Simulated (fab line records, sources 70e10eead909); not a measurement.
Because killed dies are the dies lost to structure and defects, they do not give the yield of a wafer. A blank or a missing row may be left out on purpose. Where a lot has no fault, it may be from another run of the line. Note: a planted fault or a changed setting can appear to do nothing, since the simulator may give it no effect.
fab line records    flow nand_harc
record: lots: 6  wafers: 18  last_day: 33
route steps=1302 shown A_SLIT@945 A_SIN_REMOVE@947 A_WL_FILL@952 END@1302
lots that met no fault: taken from a fault-free run of the same line
start_h: hours from the record's opening day to when the first of the lot's shown wafers began    wait_h: hours from the lot's prior step to this one    " same as the row above    L1.1+2: a row that stands for several wafers    - no value present, or no start provided    * or withheld: withheld    < > ~ a bound
route shown NAME@n: a module of which the file shows steps, and the number in the route of the first    usual: mean/standard deviation of fault-free wafers    same: alike in all rows    chamber/n: place in a boat    sites: readings site by site    _std_site: the standard deviation of these    _edge_site: mean of outer sites minus mean of inner sites    radius_mm: for every site, how far away it sits from the centre of the wafer    mask NAME#n: copy n    behind: the last tool/chamber to shape the wafer    hold: the reason the lot was held/the length of the hold in hours/how it ended    device: the transistor (n, p or np) that didn't switch    end of line: the tests these same wafers got at the end of their route    for a step that has no rows: nothing shown but its recipe    killed: dies that structure and defects cost at the first sort, which is not the same as the wafer's yield    map: a wafer's dies, x killed, . not, _ none there
set.NAME: the run value of the setting; set.NAME@STEP: its run value at that earlier step    model.NAME: the simulator's own value behind a step, which no gauge read
lots seen at some steps along the route; tables by step, rows by wafer
services: from which hour (start_h, from the record's first day; less than 0 if before it) a tool's chamber was out of use, for how many hours, and why
== steps ==
step: NHARC_A_SLIT_SRD_20
step: NHARC_A_SLIT_CD_MEAS_21
usual: cd_nm: 289.8/0.95
lot.wafer  tool       chamber  start_h  wait_h  cd_nm
L812.1     cd_sem-02  -        493.16   -       290.2
L812.5     "          -        "        "       290.9
L812.6     "          -        "        "       290.4
L816.3     cd_sem-02  -        537.40   -       291.1
L816.4     "          -        "        "       290.5
L816.6     "          -        "        "       291.7
L825.1     cd_sem-03  -        622.45   -       290.6
L825.3     "          -        "        "       290.4
L825.5     "          -        "        "       291.3
L824.2     cd_sem-03  -        626.30   0.1     290.2
L824.3     "          -        "        "       289.6
L824.6     "          -        "        "       289.1
L827.3     cd_sem-01  -        649.64   -       289.7
L827.5     "          -        "        "       290.0
L827.6     "          -        "        "       290.2
L831.4     cd_sem-01  -        692.09   -       291.0
L831.5     "          -        "        "       288.8
L831.6     "          -        "        "       289.5
step: NHARC_A_SIN_REMOVE_WET_00
recipe: temp_c: 160  time_s: 15300  chemistry: H3PO4
step: NHARC_A_SIN_REMOVE_PRECLEAN_01
recipe: time_s: *  temp_c: 50  bath_age_min: 0  chemistry: SC1
step: NHARC_A_SIN_REMOVE_SRD_02
step: NHARC_A_SIN_REMOVE_INSPECT_04
usual: raw_defect_count: 383/96
lot.wafer  tool               chamber  start_h  wait_h  raw_defect_count
L812.1     defect_inspect-02  -        499.77   0.0     408
L812.5     "                  -        "        "       381
L812.6     "                  -        "        "       457
L816.3     defect_inspect-01  -        543.91   0.0     530
L816.4     "                  -        "        "       272
L816.6     "                  -        "        "       355
L825.1     defect_inspect-01  -        629.09   0.0     384
L825.3     "                  -        "        "       363
L825.5     "                  -        "        "       348
L824.2     defect_inspect-01  -        633.02   0.0     459
L824.3     "                  -        "        "       603
L824.6     "                  -        "        "       401
L827.3     defect_inspect-02  -        656.24   0.0     321
L827.5     "                  -        "        "       325
L827.6     "                  -        "        "       377
L831.4     defect_inspect-01  -        698.67   0.0     305
L831.5     "                  -        "        "       273
L831.6     "                  -        "        "       332
step: NHARC_A_WL_FILL_ALD_00
recipe: target_thk_a: 30  pulse_time_s: 3  ald_cycles: 30  temp_c: 300  material: Al2O3
usual: heater_power_w: 441/34  precursor_pulse_height_rel: 1.001/0.019
lot.wafer  tool       chamber  start_h  wait_h  heater_power_w  precursor_pulse_height_rel
L812.1     ald_hk-04  0        499.92   0.1     418             1.003
L812.5     "          1        "        "       418             0.966
L812.6     "          2        "        "       417             1.007
L816.3     ald_hk-02  3        543.97   0.1     424             1.003
L816.4     "          1        "        "       463             1.020
L816.6     "          3        "        "       431             1.031
L825.3     ald_hk-04  2        629.15   0.1     425             0.981
L825.1     "          0        "        "       452             0.992
L825.5     "          2        "        "       427             0.997
L824.3     ald_hk-03  0        633.14   0.1     481             0.989
L824.2     "          1        "        "       455             1.018
L824.6     "          3        "        "       496             1.015
L827.3     ald_hk-04  2        656.33   0.1     435             1.015
L827.6     "          1        "        "       447             0.975
L827.5     "          2        "        "       429             0.999
L831.4     ald_hk-02  1        698.76   0.1     475             1.010
L831.6     "          0        "        "       446             1.006
L831.5     "          1        "        "       474             0.993
step: NHARC_A_WL_FILL_RTA_01
recipe: temp_c: 1000  time_s: 5
usual: lamp_power_pct: 33/4.2  lamp_zone_4_pct: 33/4.2  wafer_temp_C_max: 1003.3/1
lot.wafer  tool           chamber  start_h  wait_h  lamp_power_pct  lamp_zone_4_pct  wafer_temp_C_max
L812.1     rtp_anneal-02  0        500.10   -       28              28               1005.4
L812.5     "              0        "        "       28              28               1006.6
L812.6     "              0        "        "       28              29               1004.2
L816.3     rtp_anneal-02  0        544.29   -       28              28               1004.0
L816.4     "              0        "        "       28              29               1004.5
L816.6     "              0        "        "       28              28               1003.8
L825.1     rtp_anneal-01  0        629.58   -       37              37               1003.3
L825.3     "              0        "        "       37              37               1002.5
L825.5     "              0        "        "       37              37               1002.7
L824.2     rtp_anneal-01  0        633.39   -       37              37               1002.0
L824.3     "              0        "        "       37              37               1002.7
L824.6     "              0        "        "       37              37               1002.5
L827.3     rtp_anneal-02  0        656.62   -       28              28               1003.8
L827.5     "              0        "        "       28              28               1004.2
L827.6     "              0        "        "       28              28               1005.2
L831.4     rtp_anneal-01  0        699.07   -       37              37               1003.8
L831.5     "              0        "        "       37              37               1003.2
L831.6     "              0        "        "       37              37               1003.7
step: NHARC_A_WL_FILL_ALD_02
recipe: target_thk_a: 20  pulse_time_s: 3  ald_cycles: 100  temp_c: 450  material: TiN
usual: heater_power_w: 1082/89  precursor_pulse_height_rel: 0.997/0.019
lot.wafer  tool          chamber  start_h  wait_h  heater_power_w  precursor_pulse_height_rel
L812.1     ald_metal-01  0        500.39   0.3     1047            0.992
L812.6     "             2        "        "       1154            0.997
L812.5     "             3        "        "       1113            0.969
L816.4     ald_metal-02  2        544.45   0.1     1145            0.992
L816.3     "             1        "        "       1007            0.992
L816.6     "             3        "        "       1166            0.996
L825.3     ald_metal-02  1        629.86   0.2     1044            0.974
L825.1     "             2        "        "       1099            0.948
L825.5     "             1        "        "       1046            0.999
L824.2     ald_metal-01  0        633.61   0.2     1019            0.968
L824.3     "             1        "        "       1205            1.020
L824.6     "             0        "        "       1023            1.008
L827.3     ald_metal-01  2        656.86   0.2     1168            1.003
L827.5     "             0        "        "       1051            0.993
L827.6     "             1        "        "       1198            0.975
L831.4     ald_metal-04  0        699.24   0.1     1125            0.979
L831.6     "             3        "        "       955             1.012
L831.5     "             0        "        "       1132            1.028
step: NHARC_A_WL_FILL_CVD_03
recipe: target_thk_a: 400  temp_c: 300  pressure_torr: 40  wf6_flow_sccm: 40  h2_flow_sccm: 1600  ar_flow_sccm: 1560  time_s: 279  material: W
usual: heater_power_w: 488/53  mfc_wf6_sccm: 40.01/0.13  throttle_valve_pct: 8.06/0.18
lot.wafer  tool      chamber  start_h  wait_h  heater_power_w  mfc_wf6_sccm  throttle_valve_pct
L812.1     cvd_w-01  0        500.81   0.1     485             39.87         8.22
L812.6     "         1        "        "       412             40.27         7.49
L812.5     "         0        "        "       474             40.08         7.95
L816.4     cvd_w-02  1        545.06   0.2     540             40.00         8.19
L816.3     "         0        "        "       542             39.93         8.23
L816.6     "         0        "        "       552             40.10         8.20
L825.1     cvd_w-01  1        630.26   0.1     402             40.17         7.92
L825.3     "         1        "        "       404             39.99         7.97
L825.5     "         1        "        "       411             40.16         7.69
L824.2     cvd_w-01  0        634.06   0.1     510             40.18         8.26
L824.3     "         1        "        "       401             39.76         8.08
L824.6     "         1        "        "       400             39.82         7.78
L827.3     cvd_w-01  1        657.37   0.2     401             40.15         8.00
L827.6     "         0        "        "       507             40.09         8.34
L827.5     "         1        "        "       399             39.99         7.85
L831.4     cvd_w-01  1        699.74   0.2     400             40.10         8.15
L831.5     "         1        "        "       395             39.94         7.77
L831.6     "         0        "        "       498             39.99         8.19
step: NHARC_A_WL_FILL_ETCHBACK_04
recipe: target_depth_a: 600  time_s: 120  chemistry: NF3
usual: drypump_motor_current_A: 5.6/0.31  oes_product_au: 0.995/0.012  run_length_s: 141.2/0.36
lot.wafer  tool          chamber  start_h  wait_h  drypump_motor_current_A  oes_product_au  rf_hours_counter_h  run_length_s
L812.1     rie_metal-03  1        501.16   0.3     5.8                      0.998           2.9                 142.2
L812.5     "             0        "        "       5.5                      0.973           -                   140.7
L812.6     "             1        "        "       5.8                      1.009           -                   141.4
L816.3     rie_metal-02  0        545.40   0.2     5.7                      0.994           -                   141.3
L816.4     "             1        "        "       6.0                      0.989           -                   140.7
L816.6     "             0        "        "       5.7                      0.997           -                   141.5
L825.1     rie_metal-02  1        630.63   0.3     6.0                      0.982           2.8                 166.8
L825.3     "             0        "        "       5.7                      1.007           -                   166.7
L825.5     "             0        "        "       5.7                      1.000           -                   167.0
L824.2     rie_metal-03  0        634.45   0.3     5.6                      0.990           1.8                 141.4
L824.3     "             1        "        "       5.8                      1.008           -                   141.5
L824.6     "             1        "        "       5.8                      0.997           -                   141.5
L827.3     rie_metal-02  0        657.69   0.3     5.7                      0.990           -                   166.7
L827.6     "             1        "        "       6.0                      0.998           -                   166.4
L827.5     "             0        "        "       5.7                      0.984           -                   167.1
L831.4     rie_metal-01  1        700.11   0.3     5.0                      1.005           -                   141.1
L831.5     "             0        "        "       5.5                      0.998           -                   141.2
L831.6     "             1        "        "       5.0                      1.011           -                   140.9
step: NHARC_A_WL_FILL_ETCHBACK_05
recipe: target_depth_a: 220  time_s: 60  temp_c: 40  chemistry: Cl2/BCl3
usual: drypump_motor_current_A: 5.6/0.31  oes_product_au: 0.994/0.012  run_length_s: 81.2/0.35
lot.wafer  tool          chamber  start_h  wait_h  drypump_motor_current_A  oes_product_au  rf_hours_counter_h  run_length_s
L812.1     rie_metal-03  1        501.38   0.2     5.8                      1.011           3.0                 81.7
L812.6     "             0        "        "       5.6                      0.980           -                   81.0
L812.5     "             1        "        "       5.8                      1.012           -                   81.6
L816.3     rie_metal-02  0        545.60   0.2     5.7                      0.990           -                   81.1
L816.4     "             1        "        "       6.0                      0.998           -                   80.8
L816.6     "             1        "        "       6.0                      0.991           -                   80.9
L825.1     rie_metal-02  0        630.89   0.2     5.7                      1.007           3.4                 81.3
L825.3     "             0        "        "       5.7                      1.015           -                   81.1
L825.5     "             1        "        "       6.0                      0.994           -                   81.0
L824.2     rie_metal-03  1        634.67   0.2     5.8                      1.009           2.0                 81.7
L824.3     "             0        "        "       5.6                      0.990           -                   80.9
L824.6     "             1        "        "       5.8                      0.999           -                   81.3
L827.3     rie_metal-02  1        657.86   0.1     6.0                      1.001           -                   80.6
L827.5     "             1        "        "       6.0                      1.002           -                   81.2
L827.6     "             0        "        "       5.7                      0.993           -                   81.5
L831.4     rie_metal-01  1        700.28   0.1     4.9                      1.008           -                   80.9
L831.6     "             1        "        "       5.0                      1.014           -                   81.1
L831.5     "             0        "        "       5.5                      1.002           -                   82.0
step: NHARC_END_SORT_01
recipe: temp_c: 25
usual: killed_at_array: 52/16  killed_at_other: 0.8/0.98  killed_at_periphery: 4.2/2.9  killed_dies: 57/16  killed_open: 3.3/1.9  killed_short: 2.5/1.5
same: gross_dies: 677
lot.wafer  tool       chamber  start_h  wait_h  killed_at_array  killed_at_other  killed_at_periphery  killed_dies  killed_open  killed_short
L812.1     prober-01  0        595.43   2.5     53               0                1                    54           1            3
L812.5     prober-01  0        598.65   3.7     41               1                9                    51           5            6
L812.6     prober-01  0        599.45   4.0     54               0                3                    57           3            2
L816.3     prober-01  0        641.67   3.1     48               2                3                    53           1            2
L816.4     prober-01  0        642.47   3.4     59               0                10                   69           4            2
L816.6     prober-01  0        644.06   4.0     55               0                12                   67           6            4
L824.2     prober-02  0        727.20   2.8     55               1                14                   70           4            2
L824.3     prober-02  0        728.00   3.1     73               2                8                    83           2            4
L824.6     prober-02  0        730.41   4.0     57               0                4                    61           2            3
L825.1     prober-02  0        734.22   2.5     67               1                3                    71           2            2
L825.3     prober-02  0        735.80   3.1     63               1                9                    73           4            4
L825.5     prober-02  0        737.38   3.7     61               2                6                    69           2            4
L827.3     prober-01  0        753.06   3.1     50               0                2                    52           2            1
L827.5     prober-01  0        754.67   3.7     46               0                5                    51           4            0
L827.6     prober-01  0        755.48   4.0     47               0                5                    52           6            3
L831.4     prober-01  0        797.83   3.4     67               0                4                    71           0            0
L831.5     prober-01  0        798.64   3.7     64               0                8                    72           6            3
L831.6     prober-01  0        799.44   4.0     45               0                2                    47           0            2
killed by level:class
L812.1 A_CHANNEL_HOLE_D2:chamber_film_flake=23 A_CHANNEL_HOLE_D1:chamber_film_flake=15 A_M1:chamber_film_flake=4 A_CHANNEL_FILL_D1:chamber_film_flake=3 A_DECK1_JOINT:chamber_film_flake=3 P_M2:geometric_particle:short=1 A_SOURCE_PLATE:geometric_particle:short=1 A_ONON_D1:geometric_particle:open=1
L812.5 A_CHANNEL_HOLE_D2:chamber_film_flake=15 A_CHANNEL_HOLE_D1:chamber_film_flake=12 P_GATE:chamber_film_flake=4 A_M1:chamber_film_flake=3 A_DECK1_JOINT:geometric_particle:short=2 A_CHANNEL_FILL_D1:chamber_film_flake=2 P_GATE:geometric_particle:open=1 P_M1:geometric_particle:open=1
L812.6 A_CHANNEL_HOLE_D2:chamber_film_flake=22 A_CHANNEL_HOLE_D1:chamber_film_flake=21 A_M1:chamber_film_flake=4 P_GATE:chamber_film_flake=2 A_CONTACT:chamber_film_flake=2 P_GATE:geometric_particle:open=1 A_CHANNEL_HOLE_D1:geometric_particle:short=1 A_CHANNEL_HOLE_D2:geometric_particle:open=1
L816.3 A_SLIT:chamber_film_flake=24 A_CHANNEL_HOLE_D2:chamber_film_flake=13 A_CHANNEL_HOLE_D1:chamber_film_flake=4 P_CONTACT:chamber_film_flake=2 A_STAIRCASE:chamber_film_flake=2 A_WL_FILL:chamber_film_flake=2 P_M1:geometric_particle:open=1 A_CHANNEL_FILL_D2:geometric_particle:short=1
L816.4 A_SLIT:chamber_film_flake=30 A_CHANNEL_HOLE_D2:chamber_film_flake=14 P_CONTACT:chamber_film_flake=5 A_STAIRCASE:chamber_film_flake=4 A_WL_FILL:chamber_film_flake=4 A_CHANNEL_FILL_D1:chamber_film_flake=2 P_M0:geometric_particle:open=1 P_M1:geometric_particle:open=1
L816.6 A_SLIT:chamber_film_flake=28 A_CHANNEL_HOLE_D2:chamber_film_flake=9 P_CONTACT:chamber_film_flake=5 P_ZERO_WELL:chamber_film_flake=3 A_WL_FILL:chamber_film_flake=3 A_CONTACT:chamber_film_flake=3 A_CHANNEL_FILL_D2:geometric_particle:open=2 P_BONDPAD:chamber_film_flake=2
L824.2 A_SLIT:chamber_film_flake=25 A_CHANNEL_HOLE_D1:chamber_film_flake=19 P_GATE:chamber_film_flake=4 P_M2:chamber_film_flake=4 P_BONDPAD:chamber_film_flake=3 A_CONTACT:chamber_film_flake=2 A_CHANNEL_FILL_D2:chamber_film_flake=2 P_CONTACT:geometric_particle:open=1
L824.3 A_SLIT:chamber_film_flake=30 A_CHANNEL_HOLE_D1:chamber_film_flake=30 A_CONTACT:chamber_film_flake=4 P_M2:chamber_film_flake=3 A_M0:geometric_particle:short=2 P_STI:chamber_film_flake=2 A_CHANNEL_FILL_D2:chamber_film_flake=2 A_STAIRCASE:chamber_film_flake=2
L824.6 A_SLIT:chamber_film_flake=22 A_CHANNEL_HOLE_D1:chamber_film_flake=21 A_CONTACT:chamber_film_flake=4 A_ZERO_WELL:chamber_film_flake=3 P_M2:chamber_film_flake=2 A_ONON_D1:geometric_particle:short=1 A_DECK1_JOINT:geometric_particle:short=1 A_ONON_D2:geometric_particle:short=1
L825.1 A_CHANNEL_HOLE_D2:chamber_film_flake=35 A_SLIT:chamber_film_flake=19 A_STAIRCASE:chamber_film_flake=7 A_CHANNEL_HOLE_D1:chamber_film_flake=2 A_CONTACT:chamber_film_flake=2 P_M0:geometric_particle:open=1 A_DECK1_JOINT:geometric_particle:short=1 A_ONON_D2:geometric_particle:open=1
L825.3 A_SLIT:chamber_film_flake=25 A_CHANNEL_HOLE_D2:chamber_film_flake=21 A_CHANNEL_HOLE_D1:chamber_film_flake=5 P_M2:chamber_film_flake=3 A_STAIRCASE:chamber_film_flake=3 P_STI:chamber_film_flake=2 A_WL_FILL:chamber_film_flake=2 A_CONTACT:chamber_film_flake=2
L825.5 A_SLIT:chamber_film_flake=22 A_CHANNEL_HOLE_D2:chamber_film_flake=21 A_CHANNEL_HOLE_D1:chamber_film_flake=8 A_CHANNEL_FILL_D2:geometric_particle:short=2 P_M2:chamber_film_flake=2 A_STAIRCASE:chamber_film_flake=2 A_CONTACT:chamber_film_flake=2 THIN_TSV:chamber_film_flake=2
L827.3 A_CHANNEL_HOLE_D2:chamber_film_flake=22 A_CHANNEL_HOLE_D1:chamber_film_flake=13 A_SLIT:chamber_film_flake=9 A_WL_FILL:chamber_film_flake=3 P_M0:geometric_particle:open=1 A_DECK1_JOINT:geometric_particle:short=1 A_BLC:geometric_particle:open=1 P_GATE:chamber_film_flake=1
L827.5 A_CHANNEL_HOLE_D2:chamber_film_flake=22 A_CHANNEL_HOLE_D1:chamber_film_flake=12 A_SLIT:chamber_film_flake=5 A_CONTACT:chamber_film_flake=3 P_STI:geometric_particle:open=1 P_GATE:geometric_particle:open=1 P_CONTACT:geometric_particle:open=1 A_ONON_D1:geometric_particle:open=1
L827.6 A_CHANNEL_HOLE_D2:chamber_film_flake=15 A_CONTACT:chamber_film_flake=8 A_CHANNEL_HOLE_D1:chamber_film_flake=7 A_SLIT:chamber_film_flake=6 P_GATE:chamber_film_flake=3 A_WL_FILL:chamber_film_flake=3 A_CHANNEL_FILL_D1:geometric_particle:short=2 A_ONON_D2:geometric_particle:open=2
L831.4 A_SLIT:chamber_film_flake=40 A_CHANNEL_HOLE_D1:chamber_film_flake=14 A_CONTACT:chamber_film_flake=6 A_CHANNEL_FILL_D1:chamber_film_flake=3 P_ZERO_WELL:chamber_film_flake=2 P_GATE:chamber_film_flake=2 A_CHANNEL_FILL_D2:chamber_film_flake=2 A_ZERO_WELL:chamber_film_flake=1
L831.5 A_SLIT:chamber_film_flake=29 A_CHANNEL_HOLE_D1:chamber_film_flake=13 A_CONTACT:chamber_film_flake=8 P_ZERO_WELL:chamber_film_flake=5 A_CHANNEL_FILL_D2:chamber_film_flake=4 A_CHANNEL_FILL_D2:geometric_particle:open=2 P_M0:geometric_particle:open=1 P_M0:geometric_particle:short=1
L831.6 A_SLIT:chamber_film_flake=22 A_CHANNEL_HOLE_D1:chamber_film_flake=9 A_CONTACT:chamber_film_flake=7 A_WL_FILL:geometric_particle:short=2 A_CHANNEL_FILL_D2:chamber_film_flake=2 A_STAIRCASE:chamber_film_flake=2 P_ZERO_WELL:chamber_film_flake=1 P_GATE:chamber_film_flake=1
== services ==
tool          chamber  start_h  hours  kind
cvd_w-02      0        487.12   14.6   repair
ald_metal-04  3        499.35   11.2   repair
rie_metal-03  -        519.00   9.0    pm
ald_metal-01  1        520.28   4.5    repair
ald_hk-02     -        526.11   10.0   pm
ald_metal-01  -        526.14   10.0   pm
cvd_w-01      -        547.00   13.0   pm
ald_metal-02  2        559.07   3.9    repair
rie_metal-02  1        564.12   2.2    repair
rie_metal-01  -        575.00   9.0    pm
rie_metal-02  0        594.30   2.6    repair
ald_hk-03     -        595.17   10.0   pm
rie_metal-02  -        607.18   14.9   repair
ald_metal-02  -        610.00   10.0   pm
ald_hk-04     -        612.02   10.0   pm
ald_hk-03     -        624.93   1.1    repair
cvd_w-02      -        631.00   13.0   pm
rie_metal-02  -        631.00   9.0    pm
rie_metal-02  0        631.00   9.0    vent_cycle
rie_metal-02  1        631.00   9.0    vent_cycle
ald_metal-04  -        652.00   10.0   pm
rie_metal-03  1        666.54   7.5    repair
rie_metal-03  -        670.65   0.5    repair
rie_metal-03  -        696.00   9.0    pm
== key ==
first_sign: step: NHARC_A_WL_FILL_ETCHBACK_04  reading: run_length_s  direction: up  sigmas: 71  usual: *  struck: *
effect none on later readings
met_at NHARC_A_WL_FILL_ETCHBACK_04
struck_wafers L825.1,L825.3,L825.5,L827.3,L827.5,L827.6
tester_left_out L825,L827
onset_between 545.40 630.63
fault: kind: process_parameter_drift  tool: rie_metal-02  chamber: -  onset_h: 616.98  steps: NHARC_A_WL_FILL_ETCHBACK_04  channel: time_s  offset: *  shape: step  end_h: 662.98  acts_in: *  stated: *
tester_left_out: of these lots the tester's yield and bins aren't shown, on N5 and GAA mostly nor the transistor test; their killed dies are dies lost to structure and defects alone, not to doping, threshold or leakage, so they don't give the yield
